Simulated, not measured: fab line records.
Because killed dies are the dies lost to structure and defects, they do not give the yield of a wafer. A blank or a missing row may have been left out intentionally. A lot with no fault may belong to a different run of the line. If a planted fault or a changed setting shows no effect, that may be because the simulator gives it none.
fab line records	flow n5Finfet
record: lots: 7	wafers: 18	lastDay: 18
route steps=1938 shown BEOL_M4@1059 PASSIVATION@1936
lots that met no fault: taken from a fault-free run of the same line
startH: hours from the record's opening day to when the first of the lot's shown wafers began	waitH: time in hours since the lot's previous step	" identical to the entry in the row above	L1.1+2: several wafers, shown together as one row	- value missing, or start not given	* or withheld: withheld	< > ~ a bound
route shown NAME@n: a module of which the file shows steps, and the number in the route of the first	usual: mean/standard deviation of fault-free wafers	same: alike in all rows	chamber/n: place in a boat	sites: readings site by site	_std_site: standard deviation of those values	_edge_site: inner sites' mean taken away from outer sites' mean	radiusMm: for every site, how far away it sits from the centre of the wafer	mask NAME#n: copy n	behind: the last tool/chamber to shape the wafer	hold: why the lot was held/for how many hours/how that ended	device: which transistor (n, p or np) failed to switch	end of line: at the end of the route, the tests of the same wafers	a step given without rows: its recipe and nothing more	killed: dies that structure and defects cost at the first sort, which is not the same as the wafer's yield	map: a wafer's dies, marking killed ones x, the rest . and places with no die _
set.NAME: the setting the step ran with; set.NAME@STEP: the setting that earlier step ran with	model.NAME: the simulator's own value behind a step, which no gauge read
lots seen at some steps along the route; tables by step, rows by wafer
services: the hour from which a tool's chamber was out of use, counted from the record's first day as startH (under 0 if before that day), plus the number of hours and why
== steps ==
step: N5_BEOL_M4_DESCUM_33
recipe: chemistry: O2	timeS: 7	sourcePowerW: 50	biasPowerW: 20	pressureMtorr: 20	rfFrequencyHz: 2.712e+07	tempC: 40	resist: CAR-EUV	o2FlowSccm: 225
step: N5_BEOL_M4_ETCH_77
recipe: chemistry: N2/H2	target: underlayer	targetDepthA: 65	maskMaterial: CAR-EUV	timeS: 5.2	ionEnergyEv: 200	pressureMtorr: 30	sourceW: 840	biasW: 150	n2FlowSccm: 200	h2FlowSccm: 200	ends: cleared
step: N5_BEOL_M4_ETCH_69
recipe: chemistry: CF4	target: SiARC	targetDepthA: 156	maskMaterial: CAR-EUV	timeS: 26	ionEnergyEv: 80	pressureMtorr: 40	sourceW: 545	biasW: 36	Ar_flow_sccm: 100	cf4FlowSccm: 100	ends: cleared
usual: drypumpMotorCurrentA: 5.7/0.53	etchRfOnTimeS: 26.0/0.7	mfcArSccm: 100.05/0.27	oesProductAu: 0.72/0.084	rfVppV: 183.9/1.3	showerheadPlenumPTorr: 2.14/0.08	throttleValvePct: 15.50/0.22
lot.wafer	tool	chamber	startH	waitH	drypumpMotorCurrentA	etchRfOnTimeS	mfcArSccm	oesProductAu	rfHoursCounterH	rfVppV	showerheadPlenumPTorr	throttleValvePct
L593.1	rieDiel-02	3	204.51	0.0	6.6	26.2	100.14	0.59	217	181.6	2.04	15.49
L593.4	"	0	"	"	5.6	26.1	100.08	0.61	194	183.1	2.04	15.71
L593.5	"	2	"	"	5.5	26.2	100.18	0.80	-	185.4	2.27	15.43
L599.2	rieDiel-06	1	240.82	0.0	4.9	26.5	100.70	0.67	143	183.4	2.15	15.45
L599.3	"	2	"	"	5.5	26.0	99.83	0.71	77	184.6	2.15	15.82
L599.4	"	0	"	"	5.5	25.5	100.27	0.79	25	184.8	2.26	15.38
L602.3	rieDiel-01	0	256.12	0.0	6.0	27.1	99.35	0.63	147	184.4	2.15	15.64
L602.6	"	2	"	"	5.1	25.5	99.74	0.79	-	185.1	2.10	15.11
L604.3	rieDiel-02	3	263.32	0.0	6.6	25.8	100.13	0.58	241	182.4	2.03	15.54
L604.4	"	1	"	"	5.4	27.3	99.68	0.81	-	187.5	2.29	15.34
L604.6	"	3	"	"	6.5	26.0	100.19	0.57	-	182.4	2.03	15.55
L601.2	rieDiel-02	3	267.70	0.0	6.6	26.4	100.14	0.56	243	182.6	2.03	15.55
L601.6	"	1	"	"	5.4	27.5	99.82	0.80	-	185.5	2.29	15.34
L603.2	rieDiel-06	3	268.43	0.0	5.3	25.1	100.34	0.75	47	183.8	2.09	15.22
L603.6	"	3	"	"	5.3	25.2	100.70	0.74	-	183.0	2.09	15.22
L610.2	rieDiel-01	0	320.19	0.0	6.0	27.0	100.26	0.62	170	183.9	2.14	15.69
L610.3	"	3	"	"	6.0	25.3	100.10	0.72	64	184.0	2.10	15.69
L610.4	"	1	"	"	6.7	25.5	100.06	0.74	57	183.7	2.09	15.68
step: N5_BEOL_M4_ALD_98
recipe: material: SiO2	targetThkA: 25	tempC: 100	aldPrecursorFamily: BDEAS	aldCoReactant: O2-plasma	pulseTimeS: 1	coReactantPulseTimeS: 1	purgeTimeS: 2	coReactantPurgeTimeS: 2	aldCycles: 17	pressureTorr: 2
usual: heaterPowerW: 77/4.1	precursorPulseHeightRel: 1.000/0.018
same: purgeTimeS: 2
lot.wafer	tool	chamber	startH	waitH	heaterPowerW	precursorPulseHeightRel
L593.1	aldSin-04	0	204.67	0.1	73	0.983
L593.4	"	1	"	"	73	0.988
L593.5	"	0	"	"	72	0.992
L599.2	aldSin-02	1	240.90	0.1	76	0.983
L599.3	"	3	"	"	75	1.012
L599.4	"	0	"	"	87	0.993
L602.3	aldSin-02	3	256.55	0.4	76	0.974
L602.6	"	0	"	"	86	1.003
L604.3	aldSin-02	1	263.44	0.1	75	1.011
L604.4	"	3	"	"	77	1.015
L604.6	"	3	"	"	75	0.990
L601.2	aldSin-02	1	267.79	0.1	76	0.990
L601.6	"	3	"	"	76	0.995
L603.2	aldSin-04	2	268.51	0.1	76	1.033
L603.6	"	2	"	"	76	0.977
L610.2	aldSin-04	1	320.56	0.3	75	0.992
L610.3	"	3	"	"	79	0.990
L610.4	"	0	"	"	76	0.984
step: N5_BEOL_M4_ETCHBACK_99
recipe: chemistry: CHF3	target: SiO2	targetDepthA: 50	timeS: 10.4	sourceW: 215	biasW: 47	Ar_flow_sccm: 200	CHF3_flow_sccm: 12	ionEnergyEv: 100	pressureMtorr: 30
step: N5_BEOL_M4_ETCH_70
recipe: chemistry: N2/H2	target: SOC	targetDepthA: 800	overetchA: 240	maskMaterial: SiARC	tempC: 40	timeS: 130	ionEnergyEv: 200	pressureMtorr: 30	sourceW: 840	biasW: 150	n2FlowSccm: 200	h2FlowSccm: 200
usual: drypumpMotorCurrentA: 5.8/0.55	h2FlowSccm: 200.0/0.63	oesProductAu: 0.60/0.07	rfVppV: 522.8/2.7	showerheadPlenumPTorr: 2.51/0.093	throttleValvePct: 17.75/0.19
lot.wafer	tool	chamber	startH	waitH	drypumpMotorCurrentA	h2FlowSccm	oesProductAu	rfHoursCounterH	rfVppV	showerheadPlenumPTorr	throttleValvePct
L593.1	rieDiel-01	1	212.80	0.0	6.7	200.5	0.67	17	523.0	2.49	17.81
L593.4	"	3	"	"	6.1	199.6	0.66	27	522.5	2.49	17.73
L593.5	"	3	"	"	6.0	200.3	0.66	-	522.1	2.49	17.72
L599.2	rieDiel-01	0	242.73	0.0	6.0	200.2	0.57	142	524.0	2.54	17.76
L599.3	"	1	"	"	6.6	200.0	0.66	27	522.5	2.49	17.83
L599.4	"	2	"	"	5.1	201.0	0.68	21	522.3	2.49	17.36
L602.3	rieDiel-01	1	265.75	0.0	6.7	200.9	0.65	37	521.8	2.48	17.85
L602.6	"	2	"	"	5.2	200.6	0.66	-	521.6	2.48	17.36
L604.3	rieDiel-06	1	268.69	0.0	4.9	199.8	0.57	151	524.1	2.54	17.60
L604.4	"	0	"	"	5.6	199.9	0.66	35	528.7	2.71	17.77
L604.6	"	1	"	"	4.9	199.9	0.57	-	524.7	2.54	17.61
L603.2	rieDiel-01	0	271.83	0.0	6.0	199.4	0.56	153	523.4	2.53	17.80
L603.6	"	3	"	"	6.1	200.7	0.63	-	521.6	2.48	17.75
L601.2	rieDiel-01	1	272.30	0.0	6.7	199.4	0.65	39	521.5	2.48	17.85
L601.6	"	1	"	"	6.7	200.7	0.64	-	521.8	2.48	17.85
L610.2	rieDiel-02	0	330.67	0.0	5.6	200.8	0.51	243	520.3	2.40	18.09
L610.3	"	1	"	"	5.4	199.9	0.66	27	528.5	2.69	17.46
L610.4	"	2	"	"	5.4	200.2	0.63	66	527.2	2.69	17.79
step: N5_BEOL_M4_STRIP_71
recipe: chemistry: N2/H2	tempC: 40	n2FlowSccm: 200	h2FlowSccm: 200	rfFrequencyHz: 6e+07
step: N5_BEOL_M4_STRIP_78
recipe: chemistry: N2/H2	tempC: 40	n2FlowSccm: 200	h2FlowSccm: 200	rfFrequencyHz: 6e+07
step: N5_BEOL_M4_VIA_ETCH_34
recipe: chemistry: C4F6/O2	targetDepthA: 694	maskMaterial: SOC	pressureMtorr: 15	ionEnergyEv: 250	taperDeg: 4	timeS: 65.9	sourceW: 350	biasW: 170	Ar_flow_sccm: 300	C4F6_flow_sccm: 10	O2_flow_sccm: 10
usual: drypumpMotorCurrentA: 5.8/0.55	mfcArSccm: 300.0/0.9	oesProductAu: 0.82/0.1	rfVppV: 658/9.6	showerheadPlenumPTorr: 2.80/0.1	throttleValvePct: 30.66/0.27
lot.wafer	tool	chamber	startH	waitH	drypumpMotorCurrentA	mfcArSccm	oesProductAu	rfHoursCounterH	rfVppV	showerheadPlenumPTorr	throttleValvePct
L593.1	rieDiel-01	1	212.90	0.0	6.7	300.4	0.93	17	655	2.78	30.81
L593.4	"	3	"	"	6.1	299.2	0.90	27	658	2.80	30.91
L593.5	"	3	"	"	6.0	299.6	0.90	-	658	2.80	30.91
L599.2	rieDiel-01	0	242.83	0.0	6.0	299.5	0.74	142	652	2.86	30.91
L599.3	"	1	"	"	6.7	299.5	0.90	27	655	2.78	30.80
L599.4	"	2	"	"	5.1	299.2	0.92	21	675	2.78	30.16
L602.3	rieDiel-01	1	265.86	0.0	6.7	299.2	0.89	37	656	2.77	30.82
L602.6	"	2	"	"	5.1	301.3	0.91	-	672	2.78	30.15
L604.3	rieDiel-06	1	268.80	0.0	4.9	301.3	0.77	151	679	2.85	30.64
L604.4	"	0	"	"	5.6	299.8	0.90	35	641	3.00	30.57
L604.6	"	1	"	"	4.9	300.9	0.77	-	680	2.85	30.65
L603.2	rieDiel-01	0	271.94	0.0	6.0	298.9	0.74	153	652	2.86	30.92
L603.6	"	3	"	"	6.1	299.7	0.86	-	658	2.80	30.93
L601.2	rieDiel-01	1	272.41	0.0	6.7	300.6	0.89	39	656	2.77	30.83
L601.6	"	1	"	"	6.7	300.5	0.87	-	655	2.77	30.83
L610.2	rieDiel-02	0	330.77	0.0	5.6	300.6	0.68	243	646	2.67	30.63
L610.3	"	1	"	"	5.4	299.7	0.90	27	671	3.03	30.76
L610.4	"	2	"	"	5.4	299.9	0.85	66	668	3.00	30.75
step: N5_BEOL_M4_STRIP_83
recipe: chemistry: C4F6/O2	resist: SiARC	rfFrequencyHz: 6e+07
step: N5_BEOL_M4_STRIP_36
recipe: chemistry: N2/H2	powerW: 450	tempC: 40	pressureMtorr: 20	rfFrequencyHz: 6e+07	overashFraction: 0.3	biasPowerW: 7	h2Frac: 0.5	n2FlowSccm: 200	h2FlowSccm: 200
usual: drypumpMotorCurrentA: 5.8/0.55	h2FlowSccm: 200.0/0.63	oesProductAu: 0.82/0.1	rfVppV: 59.0/1.5	showerheadPlenumPTorr: 2.50/0.093	throttleValvePct: 23.59/0.19
same: overashFraction: 0.3
lot.wafer	tool	chamber	startH	waitH	drypumpMotorCurrentA	h2FlowSccm	oesProductAu	rfHoursCounterH	rfVppV	showerheadPlenumPTorr	throttleValvePct
L593.1	rieDiel-01	1	212.96	0.0	6.7	199.2	0.92	17	59.4	2.48	23.68
L593.4	"	3	"	"	6.1	198.8	0.90	27	58.6	2.49	23.52
L593.5	"	3	"	"	6.1	200.2	0.89	-	59.8	2.49	23.51
L599.2	rieDiel-01	0	242.89	0.0	6.0	200.6	0.76	142	58.1	2.53	23.54
L599.3	"	1	"	"	6.7	199.9	0.91	27	56.7	2.48	23.67
L599.4	"	2	"	"	5.1	200.8	0.93	21	60.4	2.48	23.18
L602.3	rieDiel-01	1	265.92	0.0	6.7	199.5	0.90	37	55.0	2.48	23.70
L602.6	"	2	"	"	5.1	199.4	0.92	-	59.2	2.48	23.24
L604.3	rieDiel-06	1	268.86	0.0	4.9	200.8	0.77	151	56.6	2.53	23.46
L604.4	"	0	"	"	5.5	200.3	0.89	35	57.7	2.70	23.69
L604.6	"	1	"	"	4.9	199.9	0.77	-	60.7	2.53	23.42
L603.2	rieDiel-01	0	272.00	0.0	6.0	200.5	0.75	153	59.9	2.53	23.59
L603.6	"	3	"	"	6.0	200.6	0.86	-	60.5	2.48	23.53
L601.2	rieDiel-01	1	272.47	0.0	6.7	201.0	0.89	39	57.1	2.48	23.68
L601.6	"	1	"	"	6.7	199.4	0.89	-	60.1	2.48	23.72
L610.2	rieDiel-02	0	330.83	0.0	5.6	199.5	0.68	243	62.2	2.40	23.94
L610.3	"	1	"	"	5.4	199.4	0.90	27	59.5	2.68	23.28
L610.4	"	2	"	"	5.5	200.3	0.83	66	58.9	2.69	23.61
step: N5_BEOL_M4_TRENCH_ETCH_37
recipe: chemistry: C4F6/O2	targetDepthA: 555.55	target: SiOC	timeS: 29.2	ionEnergyEv: 250	pressureMtorr: 30	sourceW: 355	biasW: 185	Ar_flow_sccm: 300	C4F6_flow_sccm: 10	O2_flow_sccm: 10
step: N5_BEOL_M4_ETCH_41
recipe: chemistry: CH3F/O2	target: SiCN	targetDepthA: 299	taperDeg: 2	timeS: 52.5	ionEnergyEv: 120	maskMaterial: TiN	pressureMtorr: 30	sourceW: 395	biasW: 75	Ar_flow_sccm: 150	CH3F_flow_sccm: 30	O2_flow_sccm: 20
usual: drypumpMotorCurrentA: 5.8/0.55	mfcArSccm: 150.0/0.51	oesProductAu: 0.82/0.1	rfVppV: 296.8/1.7	showerheadPlenumPTorr: 1.97/0.074	throttleValvePct: 16.24/0.21
lot.wafer	tool	chamber	startH	waitH	drypumpMotorCurrentA	mfcArSccm	oesProductAu	rfHoursCounterH	rfVppV	showerheadPlenumPTorr	throttleValvePct	model.etch.depthNm
L593.1	rieDiel-01	1	213.03	-	6.7	150.7	0.93	17	296.0	1.96	16.30	20.17
L593.4	"	3	"	"	6.1	150.1	0.90	27	297.0	1.97	16.33	20.31
L593.5	"	3	"	"	6.0	150.2	0.90	-	296.0	1.97	16.34	20.26
L599.2	rieDiel-01	0	242.96	-	6.0	149.5	0.75	142	296.7	2.01	16.37	19.05
L599.3	"	1	"	"	6.7	148.9	0.90	27	295.7	1.95	16.31	20.37
L599.4	"	2	"	"	5.1	149.9	0.94	21	296.8	1.96	15.81	20.19
L602.3	rieDiel-01	1	265.99	-	6.7	150.7	0.88	37	295.3	1.95	16.33	20.08
L602.6	"	2	"	"	5.1	149.6	0.82	-	296.6	1.95	15.83	16.89
L604.3	rieDiel-06	1	268.93	-	4.9	149.9	0.76	152	298.7	2.01	16.20	19.24
L604.4	"	0	"	"	5.5	149.5	0.90	35	299.8	2.12	16.14	19.82
L604.6	"	1	"	"	4.9	150.0	0.77	-	297.6	2.01	16.19	19.46
L603.2	rieDiel-01	0	272.07	-	6.0	150.2	0.74	153	298.1	2.01	16.39	19.28
L603.6	"	3	"	"	6.1	150.7	0.78	-	296.7	1.97	16.37	17.11
L601.2	rieDiel-01	1	272.54	-	6.7	151.1	0.89	39	297.1	1.95	16.34	20.37
L601.6	"	1	"	"	6.7	150.4	0.80	-	296.9	1.95	16.32	17.09
L610.2	rieDiel-02	0	330.90	-	5.5	150.6	0.68	243	294.7	1.88	16.46	19.42
L610.3	"	1	"	"	5.4	150.3	0.89	27	297.9	2.14	16.11	19.47
L610.4	"	2	"	"	5.4	149.9	0.86	66	299.4	2.12	16.27	19.89
step: N5_BEOL_M4_STRIP_97
recipe: chemistry: N2/H2	timeS: 10	powerW: 450	tempC: 40	pressureMtorr: 20	rfFrequencyHz: 6e+07	biasPowerW: 7	n2FlowSccm: 200	h2FlowSccm: 200
step: N5_BEOL_M4_RC_MEAS_101
usual: DIBL_N: 36.2/1.6	DIBL_P: 36.1/2	IOFF_N: 0.16/0.032	IOFF_P: 0.22/0.036	ION_N: 672/11	ION_P: 463/7.5	SS_N: 71.4/0.58	SS_P: 73.2/0.67	VT_N: 250/3.3	VT_P: -250/3.3
lot.wafer	tool	chamber	startH	waitH	DIBL_N[mV/V]	DIBL_P[mV/V]	IOFF_N[nA/um]	IOFF_P[nA/um]	ION_N[uA/um]	ION_P[uA/um]	SS_N[mV/dec]	SS_P[mV/dec]	VT_N[mV]	VT_P[mV]
L593.1	prober-02	0	217.67	0.0	36.8	37.5	0.16	0.21	684	466	71.2	72.8	250	-251
L593.4	"	0	"	"	35.6	36.2	0.14	0.18	669	458	71.4	73.0	252	-254
L593.5	"	0	"	"	35.2	34.5	0.13	0.17	664	460	71.5	71.7	255	-255
L599.2	prober-02	0	247.13	0.2	34.8	35.3	0.16	0.23	689	477	70.9	72.6	246	-245
L599.3	"	0	"	"	37.3	37.4	0.20	0.27	690	472	71.5	74.3	248	-245
L599.4	"	0	"	"	38.0	37.1	0.20	0.25	686	471	71.9	73.0	246	-246
L602.3	prober-02	0	270.54	0.3	38.1	39.2	0.21	0.26	676	460	71.8	74.0	244	-247
L602.6	"	0	"	"	38.0	38.3	0.22	0.26	690	469	71.6	74.0	242	-244
L604.3	prober-02	0	273.44	0.3	36.3	37.0	0.14	0.22	652	458	71.4	73.1	257	-250
L604.4	"	0	"	"	37.3	38.3	0.16	0.23	672	457	71.6	73.0	253	-249
L604.6	"	0	"	"	36.4	37.1	0.15	0.22	663	467	71.6	72.8	253	-250
L603.2	prober-02	0	276.62	0.2	35.3	34.4	0.14	0.20	664	457	71.7	73.3	253	-251
L603.6	"	0	"	"	32.5	30.8	0.11	0.15	664	451	70.6	71.6	254	-253
L601.2	prober-01	0	278.87	0.2	35.7	36.7	0.15	0.19	663	456	71.6	73.6	251	-251
L601.6	"	0	"	"	33.9	34.9	0.13	0.16	666	456	70.8	72.7	251	-254
L610.2	prober-02	0	340.00	0.2	36.9	38.3	0.17	0.23	675	469	71.6	73.0	249	-251
L610.3	"	0	"	"	34.1	34.9	0.12	0.19	668	464	71.0	72.4	254	-252
L610.4	"	0	"	"	34.5	35.5	0.14	0.19	671	463	71.1	72.4	250	-250
step: N5_PASSIVATION_PROBE_49
usual: defectLimitedYield: 91.4/1.3	killed_at_M0_to_M3: 34/10	killed_at_M4_up: 14/5.6	killedAtContacts: 13/5.9	killedAtFrontEnd: 37/9.9	killedAtOther: 3.5/2.8	killedDies: 101/15	killedOnRim: 13/3.9	killedOpen: 67/12	killedShort: 32/6.6	sort_bin_5_function: 5.0/0.81	sort_bin_6_memory: 3.2/0.66	sortNPass: 1079/15	sortYieldPct: 91.4/1.3
same: grossDies: 1180	killedAtBackSide: 0	sort_bin_4_leakage[%]: 0	sort_bin_8_speed[%]: 0
lot.wafer	tool	chamber	startH	waitH	defectLimitedYield[%]	killed_at_M0_to_M3	killed_at_M4_up	killedAtContacts	killedAtFrontEnd	killedAtOther	killedDies	killedOnRim	killedOpen	killedShort	sort_bin_5_function[%]	sort_bin_6_memory[%]	sortNPass	sortYieldPct[%]
L599.2	prober-01	-	352.92	0.1	93.2	13	11	16	38	2	80	11	63	16	3.6	3.0	1100	93.2
L599.3	prober-01	-	352.97	0.1	93.3	25	19	4	28	3	79	8	58	19	4.5	1.9	1101	93.3
L599.4	prober-01	-	353.02	0.2	92.5	20	16	10	38	5	89	10	60	26	5.0	2.3	1091	92.5
killed by level:class
L599.2 MOL_CONTACT_COAG:geometricParticle:open=16 STI_FIN_REVEAL:geometricParticle:open=16 BEOL_M4:geometricParticle:open=7 FIN_SAQP:geometricParticle:short=5 FIN_SAQP:geometricParticle:open=5 STI_FIN_REVEAL:geometricParticle:short=4 BEOL_M3:geometricParticle:open=4 DUMMY_GATE:geometricParticle:open=2
L599.3 BEOL_M0_SAQP:geometricParticle:open=13 BEOL_M5:geometricParticle:open=11 FIN_SAQP:geometricParticle:open=7 FIN_SAQP:geometricParticle:short=6 STI_FIN_REVEAL:geometricParticle:open=5 MOL_CONTACT_COAG:geometricParticle:open=4 BEOL_M0_SAQP:geometricParticle:short=4 BEOL_M0:geometricParticle:open=4
L599.4 FIN_SAQP:geometricParticle:open=15 MOL_CONTACT_COAG:geometricParticle:open=8 FIN_SAQP:geometricParticle:short=7 BEOL_M5:geometricParticle:open=6 BEOL_M3:geometricParticle:open=5 BEOL_M4:geometricParticle:open=5 BEOL_M1:geometricParticle:open=3 BEOL_M2:geometricParticle:open=3
== services ==
tool	chamber	startH	hours	kind
rieDiel-02	1	209.60	1.2	repair
rieDiel-06	2	212.80	6.6	repair
rieDiel-02	1	219.98	-	clean
rieDiel-02	1	219.98	-	consumableReplace:focusRing
rieDiel-02	1	219.98	-	consumableReplace:showerhead
rieDiel-02	1	219.98	28.3	scheduledDown
rieDiel-02	1	219.98	28.3	ventCycle
rieDiel-01	0	231.78	6.0	repair
aldSin-04	1	232.00	10.4	repair
aldSin-04	3	238.99	12.5	repair
aldSin-04	3	253.67	21.0	repair
aldSin-04	1	254.91	9.0	repair
rieDiel-02	0	262.90	4.5	repair
aldSin-02	-	268.31	14.0	pm
aldSin-02	0	268.31	14.0	ventCycle
aldSin-02	1	268.31	14.0	ventCycle
aldSin-02	2	268.31	16.9	ventCycle
aldSin-02	3	284.98	16.0	repair
rieDiel-02	3	287.94	-	clean
rieDiel-02	3	287.94	-	consumableReplace:focusRing
rieDiel-02	3	287.94	-	consumableReplace:showerhead
rieDiel-02	3	287.94	28.8	scheduledDown
rieDiel-02	3	287.94	28.8	ventCycle
rieDiel-06	0	323.70	2.2	repair
== key ==
firstSign none at tools or gauges
modelEffect: step: N5_BEOL_M4_ETCH_41	value: etch.depthNm	without: 20.41	struck: 17.03
metAt N5_BEOL_M4_ETCH_41
struckWafers L601.6,L602.6,L603.6
onsetBetween 242.96 265.99
fault: kind: processParameterDrift	tool: rieDiel-01	chamber: -	onsetH: 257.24	steps: N5_BEOL_M4_ETCH_41	channel: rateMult	offset: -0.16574	shape: step	endH: 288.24	scope: struckWafersOnly
